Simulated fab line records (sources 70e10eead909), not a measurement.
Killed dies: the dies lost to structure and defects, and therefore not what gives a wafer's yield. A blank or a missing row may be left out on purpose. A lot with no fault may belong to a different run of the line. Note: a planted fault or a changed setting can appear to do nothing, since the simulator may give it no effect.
Which tool is to blame? | flow nand_harc | 11 lots with 33 wafers sampled at 7 steps, on a route of 1159 steps

== WHAT EACH GAUGE READ, for each wafer ==
NHARC_P_M0_CD_MEAS_16. Usual: cd_nm at 89.9 nm, with a standard deviation of 0.74.
lot  | measured     | on        | cd_nm (nm)     | flag
L162 | day 6 16:58  | cd_sem-01 | 89.2 91.0 89.1 |
L164 | day 6 17:26  | cd_sem-01 | 89.8 90.7 89.6 |
L165 | day 6 17:53  | cd_sem-02 | 89.8 90.5 89.6 |
L168 | day 7 09:23  | cd_sem-01 | 89.1 89.8 89.1 |
L170 | day 8 04:59  | cd_sem-01 | 91.1 89.4 90.2 |
L176 | day 9 02:40  | cd_sem-02 | 89.9 88.8 89.5 |
L175 | day 9 16:06  | cd_sem-03 | 89.8 89.0 89.6 |
L178 | day 9 22:36  | cd_sem-02 | 89.8 90.3 89.3 |
L179 | day 10 09:22 | cd_sem-03 | 90.2 89.6 91.5 |
L183 | day 11 11:23 | cd_sem-01 | 90.3 90.1 90.6 |
L184 | day 11 11:58 | cd_sem-02 | 90.4 90.9 91.6 |

NHARC_P_M0_INSPECT_27. Usual: raw_defect_count at 347, with a standard deviation of 150.
lot  | measured     | on                | raw_defect_count | flag
L162 | day 6 19:10  | defect_inspect-01 | 238 258 304      |
L164 | day 6 19:36  | defect_inspect-02 | 737 766 865      |
L165 | day 6 20:19  | defect_inspect-01 | 317 234 292      |
L168 | day 7 11:37  | defect_inspect-01 | 197 137 308      |
L170 | day 8 07:10  | defect_inspect-02 | 269 377 331      |
L176 | day 9 04:50  | defect_inspect-01 | 250 429 330      |
L175 | day 9 18:19  | defect_inspect-02 | 1456 1543 1378   | OFF
L178 | day 10 00:46 | defect_inspect-02 | 201 400 257      |
L179 | day 10 11:32 | defect_inspect-02 | 295 182 169      |
L183 | day 11 13:40 | defect_inspect-02 | 221 373 281      |
L184 | day 11 14:08 | defect_inspect-02 | 406 194 219      |

NHARC_P_M1_OVL_MEAS_10: pitch 260 nm. Usual: overlay_x_nm -0.1 nm, standard deviation 0.81; overlay_y_nm 0.1 nm, standard deviation 0.76.
lot  | measured     | on         | overlay_x_nm (nm) | overlay_y_nm (nm) | flag
L162 | day 6 20:39  | overlay-02 | -0.7 -0.5 -1.2    | 0.4 -0.1 -0.1     |
L164 | day 6 21:06  | overlay-01 | 0.4 0.4 0.7       | -1.3 -1.2 -0.7    |
L165 | day 6 21:44  | overlay-01 | 0.8 1.1 0.8       | -0.1 -0.1 0.0     |
L168 | day 7 13:05  | overlay-02 | 0.9 0.6 0.9       | -0.7 -0.9 -0.5    |
L170 | day 8 08:38  | overlay-02 | 0.2 0.3 0.0       | -1.0 -0.1 -1.1    |
L176 | day 9 06:10  | overlay-02 | -0.9 -0.8 -0.3    | -0.7 -0.8 -0.4    |
L175 | day 9 19:48  | overlay-01 | -1.2 -1.2 -0.9    | -0.3 -0.1 0.3     |
L178 | day 10 02:14 | overlay-01 | -1.3 -1.2 -1.3    | 0.1 0.3 0.7       |
L179 | day 10 13:01 | overlay-02 | 0.0 0.5 0.1       | -0.6 -0.9 -0.8    |
L183 | day 11 15:10 | overlay-01 | -0.2 0.5 0.0      | -0.1 0.3 0.0      |
L184 | day 11 15:38 | overlay-02 | -0.5 -0.6 -0.6    | -0.3 -0.4 0.7     |

NHARC_P_M1_INSPECT_11. Usual: raw_defect_count at 3.9, with a standard deviation of 2.4.
lot  | measured     | on                | raw_defect_count | flag
L162 | day 6 20:41  | defect_inspect-02 | 6 3 6            |
L164 | day 6 21:09  | defect_inspect-01 | 4 6 2            |
L165 | day 6 21:46  | defect_inspect-02 | 1 2 1            |
L168 | day 7 13:08  | defect_inspect-02 | 5 2 2            |
L170 | day 8 08:41  | defect_inspect-01 | 7 8 10           |
L176 | day 9 06:12  | defect_inspect-02 | 3 4 1            |
L175 | day 9 19:50  | defect_inspect-02 | 1066 1086 1058   | OFF
L178 | day 10 02:17 | defect_inspect-01 | 1 0 3            |
L179 | day 10 13:03 | defect_inspect-01 | 1 5 2            |
L183 | day 11 15:12 | defect_inspect-01 | 5 7 1            |
L184 | day 11 15:41 | defect_inspect-01 | 1 4 4            |

NHARC_END_SORT_01. Usual: defect_limited_yield 95.2 %, standard deviation 1.6; killed_at_array 29, standard deviation 10; killed_at_other 0.7, standard deviation 1.1; killed_at_periphery 3.2, standard deviation 2.2; killed_dies 33, standard deviation 11; killed_open 3.5, standard deviation 1.8; killed_short 2.0, standard deviation 1.4; sort_bin_2_pct 1.5 %, standard deviation 0.61; sort_bin_3_pct 0.29 %, standard deviation 0.22; sort_bin_4_pct 3.1 %, standard deviation 1.1; sort_n_pass 644, standard deviation 11; sort_rim_yield_pct 95 %, standard deviation 3.3; sort_yield_pct 95.2 %, standard deviation 1.6.
lot  | measured     | on        | defect_limited_yield (%) | killed_at_array | killed_at_other | killed_at_periphery | killed_dies | killed_open | killed_short | sort_bin_2_pct (%) | sort_bin_3_pct (%) | sort_bin_4_pct (%) | sort_n_pass | sort_rim_yield_pct (%) | sort_yield_pct (%) | flag
L175 | day 23 06:19 | prober-02 | 20.7 20.7 23.5           | 12 7 8          | 0 0 1           | 525 530 509         | 537 537 518 | 2 1 3       | 1 1 0        | 33.1 34.9 32.3     | 5.61 6.65 7.98     | 40.6 37.8 36.2     | 140 140 159 | 19 16 22               | 20.7 20.7 23.5     | OFF
L178 | day 23 08:43 | prober-01 | 95.9 95.0 95.7           | 23 30 23        | 2 3 3           | 3 1 3               | 28 34 29    | 5 2 5       | 1 1 1        | 1.6 1.9 1.8        | 0.15 0 0.30        | 2.4 3.1 2.2        | 649 643 648 | 97 92 98               | 95.9 95.0 95.7     |
L179 | day 24 06:42 | prober-01 | 97.5 97.9 98.7           | 15 12 6         | 0 0 2           | 2 2 1               | 17 14 9     | 6 2 2       | 5 1 1        | 0.9 0.6 0.6        | 0 0.15 0           | 1.6 1.3 0.7        | 660 663 668 | 96 99 97               | 97.5 97.9 98.7     |

== EACH LOT AND THE TOOL THAT RAN IT (in order: tool; ch and the chambers of the sampled wafers; start) ==
lot  | NHARC_P_CONTACT_PVD_32                  | NHARC_P_M0_CMP_23
L162 | pvd_sputter-03, day 6 16:58 or earlier  | cmp-01 ch 1,2,3, day 6 18:41
L164 | pvd_sputter-02, day 6 17:26 or earlier  | cmp-03 ch 0,1,2, day 6 19:13
L165 | pvd_sputter-01, day 6 17:53 or earlier  | cmp-02 ch 0,1,2, day 6 19:56
L168 | pvd_sputter-02, day 7 09:23 or earlier  | cmp-02 ch 0,2, day 7 11:10
L170 | pvd_sputter-03, day 8 04:59 or earlier  | cmp-03 ch 0,2,3, day 8 06:41
L176 | pvd_sputter-03, day 9 02:40 or earlier  | cmp-01 ch 0,1,3, day 9 04:23
L175 | pvd_sputter-02, day 9 16:06 or earlier  | cmp-03 ch 0,2,3, day 9 17:50
L178 | pvd_sputter-01, day 9 22:36 or earlier  | cmp-02 ch 0,2,3, day 10 00:23
L179 | pvd_sputter-01, day 10 09:22 or earlier | cmp-01 ch 0,1,3, day 10 11:04
L183 | pvd_sputter-02, day 11 11:23 or earlier | cmp-02 ch 0,1,2, day 11 13:12
L184 | pvd_sputter-01, day 11 11:58 or earlier | cmp-01 ch 0,1,2, day 11 13:40
- NHARC_P_CONTACT_PVD_32: deposits Ti, target thk 5 nm, time 17.7 s.
- NHARC_P_M0_CMP_23: polishes, t overpolish 20 s, target thk 117.53 nm.

== WHAT THE TOOLS THEMSELVES READ (means of the sampled wafers that have a number; where no wafer has one, the mark that the record gives instead) ==
NHARC_P_CONTACT_PVD_32. Usual: cathode_dc_power_W 5000.0 W, standard deviation 0.9; throttle_valve_pct 30.2 %, standard deviation 0.7.
lot  | tool           | cathode_dc_power_W (W) | throttle_valve_pct (%) | flag
L162 | pvd_sputter-03 | 4999.1                 | 30.1                   |
L164 | pvd_sputter-02 | 4999.9                 | 30.1                   |
L165 | pvd_sputter-01 | 4999.9                 | 30.1                   |
L168 | pvd_sputter-02 | 4999.1                 | 30.3                   |
L170 | pvd_sputter-03 | 5000.8                 | 29.6                   |
L176 | pvd_sputter-03 | 4999.5                 | 30.5                   |
L175 | pvd_sputter-02 | 5000.1                 | 29.9                   |
L178 | pvd_sputter-01 | 4999.7                 | 30.9                   |
L179 | pvd_sputter-01 | 5000.1                 | 30.9                   |
L183 | pvd_sputter-02 | 4999.8                 | 29.9                   |
L184 | pvd_sputter-01 | 5000.4                 | 30.8                   |

NHARC_P_M0_CMP_23. Usual: edge_zone_pressure_frac 1.000, standard deviation 0.0052; motor_current_A 12.3 A, standard deviation 1.3; time_to_endpoint_s 30.2 s, standard deviation 3.
lot  | tool   | edge_zone_pressure_frac | motor_current_A (A) | time_to_endpoint_s (s) | flag
L162 | cmp-01 | 1.005                   | 12.1                | 30.8                   |
L164 | cmp-03 | 0.998                   | 12.5                | 31.7                   |
L165 | cmp-02 | 1.001                   | 11.4                | 32.1                   |
L168 | cmp-02 | 0.996                   | 11.1                | 31.2                   |
L170 | cmp-03 | 1.001                   | 11.6                | 28.7                   |
L176 | cmp-01 | 0.997                   | 13.0                | 33.0                   |
L175 | cmp-03 | 0.998                   | 11.6                | 34.3                   |
L178 | cmp-02 | 1.002                   | 11.7                | 28.2                   |
L179 | cmp-01 | 1.000                   | 13.2                | 33.0                   |
L183 | cmp-02 | 0.999                   | 11.3                | 28.8                   |
L184 | cmp-01 | 1.002                   | 12.5                | 30.6                   |

== THE ANSWER, worked out from the rows above alone ==
Rule: take the mean of a lot's wafers that have a number; if it is more than 3 standard deviations from the usual mean, the lot is off. Also off: a lot with no number at a reading for which 4 or more lots have one. The other lots that the step has rows for count as sound. Order of review: gauges by route order, followed by the tools' own readings, for which a lot's mean as printed above is used. The first step at which some lot is off is used, and at that step the reading that is off furthest; a lot without a number counts as furthest.
Off: L175 (NHARC_P_M0_INSPECT_27, raw_defect_count).
If a tool, at a process step before that reading, ran all the lots that are off and no sound lot after the first of them, it fits. The gauges at NHARC_P_M0_INSPECT_27 aren't tried: what is off there is off at NHARC_END_SORT_01 too, on other tools, and a gauge's error can't cause that. With no start given for some of its lots, NHARC_P_CONTACT_PVD_32 uses the hours and lot order of NHARC_P_M0_CD_MEAS_16. One fits: NHARC_P_M0_CMP_23 on cmp-03. Its last sound lot is L170 (day 8 06:41), its first lot that is off L175 (day 9 17:50): a fault that began between those two fits.

== WHAT THE SIMULATOR HAD PUT IN ==
Chamber particle source: cmp-03, from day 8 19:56 on, at NHARC_P_M0_CMP_23. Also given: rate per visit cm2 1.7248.
Struck lots among those shown: L175. Same finding as the rule above.
